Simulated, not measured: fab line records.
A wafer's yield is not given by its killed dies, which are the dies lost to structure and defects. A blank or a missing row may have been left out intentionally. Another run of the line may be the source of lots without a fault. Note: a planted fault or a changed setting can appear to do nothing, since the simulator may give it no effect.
Chamber matching	flow nand-harc	4 sister chambers for NHARC_A_CONTACT_ETCH_48 on rie-diel-09
The step etches the open film in CF4, target depth 39 nm, time 65 s. 4 wafers are shown with their chamber, then 11 later ones without.

== EACH WAFER AND ITS CHAMBER ==
wafer	chamber	drypump-motor-current-A (A)
L077.1	0	5.77
L083.1	3	6.08
L083.4	1	5.45
L086.1	2	5.97

== WAFERS WITH NO CHAMBER GIVEN ==
wafer	drypump-motor-current-A (A)
L086.4	5.46
L086.5	5.97
L087.1	5.77
L087.2	6.11
L087.4	6.00
L094.1	5.77
L094.2	5.47
L094.6	5.78
L095.3	5.77
L095.5	6.10
L095.6	5.98

== WHICH CHAMBER EACH WENT THROUGH ==
wafer	from the rows above	in truth
L086.4	1	1
L086.5	2	2
L087.1	0	0
L087.2	3	3
L087.4	2	2
L094.1	0	0
L094.2	1	1
L094.6	0	0
L095.3	0	0
L095.5	3	3
L095.6	2	2
Placed correctly: 11 of 11. Not placeable from these rows: 0. Wrongly placed: 0.
How it was worked out, from the rows above alone: a wafer's distance from a chamber is the root of the sum, over the readings, of the square of ((its reading less the chamber's mean) divided by the reading's scatter). If the next closest chamber is less than 2 further off than the closest, the wafer can't be placed; otherwise it belongs to the closest. A chamber's mean is the mean of its shown wafers. The scatter: with one shown wafer a chamber, the root of the mean of the squares of how far each hidden wafer lies from its nearest shown one.
